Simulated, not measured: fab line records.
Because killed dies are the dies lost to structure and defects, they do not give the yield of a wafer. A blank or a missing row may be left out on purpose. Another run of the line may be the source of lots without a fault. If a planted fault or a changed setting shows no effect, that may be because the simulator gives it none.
Which of the tools did it? + flow nand_harc + 12 lots, 36 wafers sampled, at 6 steps of a route of 1302

WHAT THE GAUGES READ, wafer by wafer
NHARC_A_BLC_CD_MEAS_10: the cd target is 100 nm. Usual: 99.8 nm for cd_nm, sd 0.67.
| lot  | measured     | on        | cd_nm (nm)        | flag |
|------|--------------|-----------|-------------------|------|
| L412 | day 22 10:57 | cd_sem-02 | 98.0 100.2 98.9   |      |
| L413 | day 23 00:14 | cd_sem-01 | 100.6 99.7 100.2  |      |
| L414 | day 23 00:23 | cd_sem-02 | 100.4 100.9 100.8 |      |
| L415 | day 23 02:29 | cd_sem-01 | 100.5 100.3 98.8  |      |
| L417 | day 24 02:11 | cd_sem-02 | 98.8 99.0 99.5    |      |
| L418 | day 25 02:30 | cd_sem-03 | 98.5 99.1 99.2    |      |
| L420 | day 26 19:41 | cd_sem-01 | 97.9 100.0 97.4   |      |
| L428 | day 29 04:55 | cd_sem-03 | 100.1 100.0 99.1  |      |
| L432 | day 30 07:43 | cd_sem-02 | 99.2 99.3 99.9    |      |
| L431 | day 30 13:25 | cd_sem-03 | 99.3 99.5 99.8    |      |
| L433 | day 31 02:37 | cd_sem-03 | 99.1 100.4 100.0  |      |
| L435 | day 32 08:11 | cd_sem-01 | 100.4 100.1 100.6 |      |

NHARC_A_BLC_INSPECT_12. Usual: 92 for raw_defect_count, sd 31.
| lot  | measured     | on                | raw_defect_count | flag |
|------|--------------|-------------------|------------------|------|
| L412 | day 22 11:05 | defect_inspect-01 | 128 94 107       |      |
| L413 | day 23 00:22 | defect_inspect-02 | 125 171 155      |      |
| L414 | day 23 00:31 | defect_inspect-02 | 61 55 60         |      |
| L415 | day 23 02:36 | defect_inspect-01 | 80 84 66         |      |
| L417 | day 24 02:19 | defect_inspect-02 | 119 117 125      |      |
| L418 | day 25 02:37 | defect_inspect-01 | 94 119 109       |      |
| L420 | day 26 19:49 | defect_inspect-02 | 89 73 67         |      |
| L428 | day 29 05:02 | defect_inspect-02 | 116 102 99       |      |
| L432 | day 30 07:50 | defect_inspect-01 | 100 125 114      |      |
| L431 | day 30 13:32 | defect_inspect-02 | 83 60 78         |      |
| L433 | day 31 02:44 | defect_inspect-01 | 148 131 117      |      |
| L435 | day 32 08:19 | defect_inspect-01 | 68 81 67         |      |

NHARC_END_SORT_01. Usual: killed_at_array 64, standard deviation 16; killed_at_other 1.0, standard deviation 1.1; killed_at_periphery 3.5, standard deviation 2.3; killed_dies 69, standard deviation 17; killed_open 3.2, standard deviation 1.6; killed_short 2.4, standard deviation 1.6.
| lot  | measured     | on        | killed_at_array | killed_at_other | killed_at_periphery | killed_dies | killed_open | killed_short | flag |
|------|--------------|-----------|-----------------|-----------------|---------------------|-------------|-------------|--------------|------|
| L428 | day 31 05:11 | prober-02 | 61              | 0               | 8                   | 69          | 4           | 4            |      |

WHAT TOOL EACH LOT RAN ON (gives the tool, then ch and the chambers of the sampled wafers, and finally the start)
| lot  | NHARC_A_CONTACT_STRIP_26                      | NHARC_A_BLC_DEVELOP_09            | NHARC_A_BLC_ETCH_16                |
|------|-----------------------------------------------|-----------------------------------|------------------------------------|
| L412 | rie_diel-07 ch 0,2,3, day 22 10:00 or earlier | litho_track-01 ch 0, day 22 10:00 | rie_diel-02 ch 1,2, day 22 11:13   |
| L413 | rie_diel-04 ch 1,2, day 23 00:00 or earlier   | litho_track-06 ch 0, day 23 00:00 | rie_diel-06 ch 1,2,3, day 23 00:31 |
| L414 | rie_diel-07 ch 0,1,2, day 23 00:00 or earlier | litho_track-04 ch 0, day 23 00:00 | rie_diel-05 ch 0,1,2, day 23 00:40 |
| L415 | rie_diel-07 ch 0,1, day 23 02:00 or earlier   | litho_track-01 ch 0, day 23 02:00 | rie_diel-02 ch 1,3, day 23 02:46   |
| L417 | rie_diel-04 ch 1,3, day 24 02:00 or earlier   | litho_track-06 ch 0, day 24 02:00 | rie_diel-02 ch 0,2,3, day 24 02:29 |
| L418 | rie_diel-07 ch 0,1,3, day 25 02:00 or earlier | litho_track-01 ch 0, day 25 02:00 | rie_diel-06 ch 0,1, day 25 02:46   |
| L420 | rie_diel-07 ch 0,1,2, day 26 19:00 or earlier | litho_track-01 ch 0, day 26 19:00 | rie_diel-02 ch 1,2,3, day 26 19:58 |
| L428 | rie_diel-07 ch 2,3, day 29 04:00 or earlier   | litho_track-04 ch 0, day 29 04:00 | rie_diel-02 ch 2,3, day 29 05:11   |
| L432 | rie_diel-11 ch 0,2,3, day 30 07:00 or earlier | litho_track-06 ch 0, day 30 07:00 | rie_diel-02 ch 0,1,3, day 30 08:00 |
| L431 | rie_diel-07 ch 1,2,3, day 30 13:00 or earlier | litho_track-01 ch 0, day 30 13:00 | rie_diel-02 ch 1,2,3, day 30 13:42 |
| L433 | rie_diel-04 ch 0,1,3, day 31 02:00 or earlier | litho_track-01 ch 0, day 31 02:00 | rie_diel-06 ch 0,3, day 31 02:53   |
| L435 | rie_diel-04 ch 1,2,3, day 32 08:00 or earlier | litho_track-04 ch 0, day 32 08:00 | rie_diel-06 ch 0,1,3, day 32 08:27 |
- NHARC_A_CONTACT_STRIP_26: strips in O2.
- NHARC_A_BLC_DEVELOP_09: develop time 35 s.
- NHARC_A_BLC_ETCH_16: etches the open film in CF4, target depth 39 nm, time 65 s.

AS READ BY THE TOOLS THEMSELVES (means over the sampled wafers that have a number; for cases with no such wafer, the mark the record gives instead)
NHARC_A_CONTACT_STRIP_26. Usual: drypump_motor_current_A 5.9 A, standard deviation 0.34; oes_product_au 1.003 a.u., standard deviation 0.008; rf_vpp_V 57.8 V, standard deviation 0.91; showerhead_plenum_p_Torr 3.61 Torr, standard deviation 0.14; throttle_valve_pct 17.035 %, standard deviation 0.0091.
| lot  | tool        | drypump_motor_current_A (A) | oes_product_au (a.u.) | rf_vpp_V (V) | showerhead_plenum_p_Torr (Torr) | throttle_valve_pct (%) | flag |
|------|-------------|-----------------------------|-----------------------|--------------|---------------------------------|------------------------|------|
| L412 | rie_diel-07 | 6.2                         | 1.010                 | 57.1         | 3.69                            | 17.038                 |      |
| L413 | rie_diel-04 | 5.6                         | 0.993                 | 57.4         | 3.59                            | 17.039                 |      |
| L414 | rie_diel-07 | 6.1                         | 1.004                 | 58.3         | 3.71                            | 17.041                 |      |
| L415 | rie_diel-07 | 6.1                         | 1.004                 | 58.3         | 3.66                            | 17.029                 |      |
| L417 | rie_diel-04 | 5.7                         | 1.002                 | 58.2         | 3.65                            | 17.038                 |      |
| L418 | rie_diel-07 | 6.1                         | 1.009                 | 58.2         | 3.64                            | 17.035                 |      |
| L420 | rie_diel-07 | 6.1                         | 1.003                 | 57.8         | 3.70                            | 17.031                 |      |
| L428 | rie_diel-07 | 6.2                         | 1.004                 | 58.9         | 3.65                            | 17.034                 |      |
| L432 | rie_diel-11 | 5.9                         | 1.004                 | 57.1         | 3.66                            | 17.036                 |      |
| L431 | rie_diel-07 | 6.1                         | 1.001                 | 58.0         | 3.67                            | 17.024                 |      |
| L433 | rie_diel-04 | 5.6                         | 1.008                 | 58.0         | 3.49                            | 17.043                 |      |
| L435 | rie_diel-04 | 5.8                         | 1.009                 | 57.8         | 3.54                            | 17.037                 |      |

NHARC_A_BLC_DEVELOP_09. Usual: 23.00 C for developer_temp_C, sd 0.1.
| lot  | tool           | developer_temp_C (C) | flag |
|------|----------------|----------------------|------|
| L412 | litho_track-01 | 22.96                |      |
| L413 | litho_track-06 | 23.09                |      |
| L414 | litho_track-04 | 23.01                |      |
| L415 | litho_track-01 | 23.04                |      |
| L417 | litho_track-06 | 23.03                |      |
| L418 | litho_track-01 | 23.01                |      |
| L420 | litho_track-01 | 23.00                |      |
| L428 | litho_track-04 | 23.07                |      |
| L432 | litho_track-06 | 23.03                |      |
| L431 | litho_track-01 | 23.09                |      |
| L433 | litho_track-01 | 22.91                |      |
| L435 | litho_track-04 | 23.03                |      |

NHARC_A_BLC_ETCH_16. Usual: drypump_motor_current_A 5.7 A, standard deviation 0.49; oes_product_au 0.997 a.u., standard deviation 0.0083; rf_vpp_V 150.8 V, standard deviation 1.3; showerhead_plenum_p_Torr 1.74 Torr, standard deviation 0.072; throttle_valve_pct 13.283 %, standard deviation 0.0096.
| lot  | tool        | drypump_motor_current_A (A) | oes_product_au (a.u.) | rf_vpp_V (V) | showerhead_plenum_p_Torr (Torr) | throttle_valve_pct (%) | flag |
|------|-------------|-----------------------------|-----------------------|--------------|---------------------------------|------------------------|------|
| L412 | rie_diel-02 | 5.6                         | 0.992                 | 150.6        | 1.77                            | 13.288                 |      |
| L413 | rie_diel-06 | 5.3                         | 1.001                 | 151.1        | 1.76                            | 13.287                 |      |
| L414 | rie_diel-05 | 6.2                         | 1.001                 | 150.4        | 1.74                            | 13.287                 |      |
| L415 | rie_diel-02 | 5.6                         | 0.984                 | 151.0        | 1.71                            | 13.280                 |      |
| L417 | rie_diel-02 | 5.9                         | 0.995                 | 151.1        | 1.76                            | 13.287                 |      |
| L418 | rie_diel-06 | 6.0                         | 0.996                 | 150.7        | 1.68                            | 13.281                 |      |
| L420 | rie_diel-02 | 5.8                         | 0.994                 | 151.5        | 1.76                            | 13.281                 |      |
| L428 | rie_diel-02 | 5.9                         | 0.994                 | 151.1        | 1.81                            | 13.279                 |      |
| L432 | rie_diel-02 | 5.7                         | 0.996                 | 151.3        | 1.71                            | 13.289                 |      |
| L431 | rie_diel-02 | 5.7                         | 0.995                 | 150.9        | 1.76                            | 13.288                 |      |
| L433 | rie_diel-06 | 5.7                         | 0.998                 | 151.3        | 1.79                            | 13.289                 |      |
| L435 | rie_diel-06 | 5.8                         | 0.999                 | 151.2        | 1.74                            | 13.276                 |      |

THE ANSWER, worked out from the rows above alone
Rule: lot off if the mean of its wafers having a number is beyond 3 standard deviations from the usual mean. A lot without any number at a reading at which 4 lots or more have one is off too. Where the step has rows for the other lots, those lots are counted as sound. After the gauges, taken in route order, come the tools' own readings; for these a lot's mean is taken, as printed above. At the first step where some lot is off, the reading lying furthest off is the one used; lots without a number count as furthest.
None of the lots is off at any reading shown; this tells nothing.

WHAT THE SIMULATOR HAD PUT IN
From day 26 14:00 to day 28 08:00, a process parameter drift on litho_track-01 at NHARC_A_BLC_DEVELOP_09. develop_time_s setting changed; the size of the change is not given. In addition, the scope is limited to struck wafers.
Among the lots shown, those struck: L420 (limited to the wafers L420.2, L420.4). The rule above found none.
